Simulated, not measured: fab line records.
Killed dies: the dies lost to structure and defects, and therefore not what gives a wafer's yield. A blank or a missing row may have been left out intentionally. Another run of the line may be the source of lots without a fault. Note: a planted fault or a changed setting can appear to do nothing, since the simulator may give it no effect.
Which tool is to blame? -- flow n5_finfet -- 23 wafers from 8 lots sampled at 3 of the route's 1938 steps

== WHAT EACH GAUGE READ, for each wafer ==
N5_BEOL_M11_CD_MEAS_11: the cd target is 64.1 nm.
lot,measured,on,cd_nm (nm)
L294,day 12 18:42,cd_sem-01,63.8 63.0
L297,day 13 17:55,cd_sem-01,63.7 63.9 64.7
L301,day 13 18:04,cd_sem-01,63.9 64.4 63.8
L300,day 13 21:03,cd_sem-01,58.8 58.2 57.9
L306,day 14 22:22,cd_sem-01,60.4 58.9 59.0
L307,day 15 14:54,cd_sem-03,63.7 62.4 63.0
L311,day 16 20:03,cd_sem-03,63.9 63.7 63.2
L309,day 16 21:02,cd_sem-01,64.9 64.9 63.4

== EACH LOT AND THE TOOL THAT RAN IT (in order: tool; ch and the chambers of the sampled wafers; start) ==
lot,N5_BEOL_M10_DEP_56,N5_BEOL_M11_EXPOSE_08
L294,"pecvd-03 ch 0,1, day 12 16:33","arfi_scanner-02 ch 0, day 12 18:34"
L297,"pecvd-03 ch 0,1,2, day 13 14:30","arfi_scanner-01 ch 0, day 13 17:48"
L301,"pecvd-03 ch 0,1, day 13 14:46","arfi_scanner-01 ch 0, day 13 17:56"
L300,"pecvd-01 ch 0,2, day 13 18:25","arfi_scanner-01 ch 0, day 13 20:56"
L306,"pecvd-04 ch 1,2, day 14 19:23","arfi_scanner-01 ch 0, day 14 22:14"
L307,"pecvd-04 ch 0,1,2, day 15 11:56","arfi_scanner-02 ch 0, day 15 14:47"
L311,"pecvd-04 ch 0,2, day 16 17:23","arfi_scanner-03 ch 0, day 16 19:55"
L309,"pecvd-04 ch 0,1,2, day 16 19:27","arfi_scanner-02 ch 0, day 16 20:55"
- N5_BEOL_M10_DEP_56: deposits SiCN from 3MS/NH3, target thk 15 nm, time 26.5 s.
- N5_BEOL_M11_EXPOSE_08: exposes mask M11.

== THE ANSWER, worked out from the rows above alone ==
Rule: the usual values come from the lots themselves. The widest of any qualifying gaps counts: lots, ordered by their means at a reading, are off when they make up no more than a third of the lots, leave a main group of 4 or more, and stand apart from it by 3 or more times the standard deviation of that group's means. The tables above print the reading to a certain number of digits; a main group whose means all agree to those digits is not used. Also off: a lot with no number at a reading for which 4 or more lots have one. Where the step has rows for the other lots, those lots are counted as sound.
Off, at N5_BEOL_M11_CD_MEAS_11 on cd_nm: L300, L306. For the main group the mean is 63.8 nm and the standard deviation 0.46.
A tool fits if, at a process step before that reading, it ran every lot that is off, and no sound lot after the first of them. The gauges at N5_BEOL_M11_CD_MEAS_11 are tried like those tools. One fits: N5_BEOL_M11_EXPOSE_08 on arfi_scanner-01. A fault onset in the window from L301 (day 13 17:56, its last sound lot) to L300 (day 13 20:56, its first lot off) fits.

== WHAT THE SIMULATOR HAD PUT IN ==
Process parameter drift: arfi_scanner-01, from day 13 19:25 on, at N5_BEOL_M11_EXPOSE_08. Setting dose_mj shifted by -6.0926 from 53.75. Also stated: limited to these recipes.
Lots struck among those shown: L300, L306. Same finding as the rule above.
